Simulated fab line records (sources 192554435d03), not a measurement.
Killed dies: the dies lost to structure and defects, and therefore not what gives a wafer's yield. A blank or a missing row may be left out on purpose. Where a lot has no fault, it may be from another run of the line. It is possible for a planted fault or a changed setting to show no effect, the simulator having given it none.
Chamber matching | flow n5-finfet | N5_BEOL_M1_ETCH_69 on rie-diel-02: 4 sister chambers
The step etches SiARC in CF4, target depth 15.6 nm, time 26 s. 16 wafers are shown with their chamber, then 8 later ones without.

WAFERS WITH THEIR CHAMBER
wafer  | chamber | drypump-motor-current-A (A) | showerhead-plenum-p-Torr (Torr) | throttle-valve-pct (%)
L075.2 | 3       | 5.2                         | 2.18                            | 15.74
L075.4 | 0       | 6.2                         | 2.21                            | 15.49
L075.6 | 2       | 5.3                         | 2.07                            | 15.56
L080.1 | 1       | 6.5                         | 2.26                            | 15.32
L080.4 | 3       | 5.3                         | 2.18                            | 15.76
L080.6 | 2       | 5.3                         | 2.07                            | 15.57
L085.2 | 3       | 5.2                         | 2.17                            | 15.78
L085.3 | 2       | 5.3                         | 2.07                            | 15.61
L085.4 | 2       | 5.3                         | 2.07                            | 15.60
L086.1 | 3       | 5.2                         | 2.17                            | 15.77
L086.5 | 3       | 5.2                         | 2.17                            | 15.78
L086.6 | 1       | 6.6                         | 2.26                            | 15.33
L088.1 | 1       | 6.6                         | 2.25                            | 15.35
L088.3 | 3       | 5.2                         | 2.17                            | 15.80
L088.6 | 1       | 6.6                         | 2.25                            | 15.36
L090.3 | 3       | 5.2                         | 2.17                            | 15.80

SIGNATURES (averages over the wafers above)
reading                  | chamber 0 | chamber 1 | chamber 2 | chamber 3 | scatter within a chamber
drypump-motor-current-A  | 6.200     | 6.575     | 5.300     | 5.214     | 0.0366
showerhead-plenum-p-Torr | 2.2100    | 2.2550    | 2.0700    | 2.1729    | 0.0045
throttle-valve-pct       | 15.4900   | 15.3400   | 15.5850   | 15.7757   | 0.0214
Rule: a wafer lies at a distance from a chamber equal to the root of the sum of squares, over the readings, of (its reading less the chamber's mean, divided by the reading's scatter). The wafer belongs to the nearest chamber; if the next one is less than 2 further off, it can't be placed. How the scatter is found: for the shown wafers, subtract from each reading the mean of its chamber, square and add these, divide the total by (wafers less chambers), then take the root.

WAFERS WITH NO CHAMBER GIVEN
wafer  | drypump-motor-current-A (A) | showerhead-plenum-p-Torr (Torr) | throttle-valve-pct (%)
L090.4 | 6.6                         | 2.25                            | 15.35
L090.5 | 5.3                         | 2.06                            | 15.63
L091.1 | 6.5                         | 2.25                            | 15.36
L091.2 | 5.2                         | 2.06                            | 15.62
L091.6 | 6.1                         | 2.20                            | 15.01
L092.1 | 5.2                         | 2.17                            | 15.82
L092.2 | 5.3                         | 2.06                            | 15.62
L092.6 | 5.3                         | 2.06                            | 15.62

WHICH CHAMBER EACH ONE RAN IN
wafer  | from the rows above     | in truth
L090.4 | 1                       | 1
L090.5 | 2                       | 2
L091.1 | 1                       | 1
L091.2 | 2                       | 2
L091.6 | can't be placed: 0 or 1 | 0
L092.1 | 3                       | 3
L092.2 | 2                       | 2
L092.6 | 2                       | 2
Placed correctly: 7 of 8. Cannot be placed on the basis of these rows: 1; the candidates contain the true chamber in 1. Placed wrongly: 0.
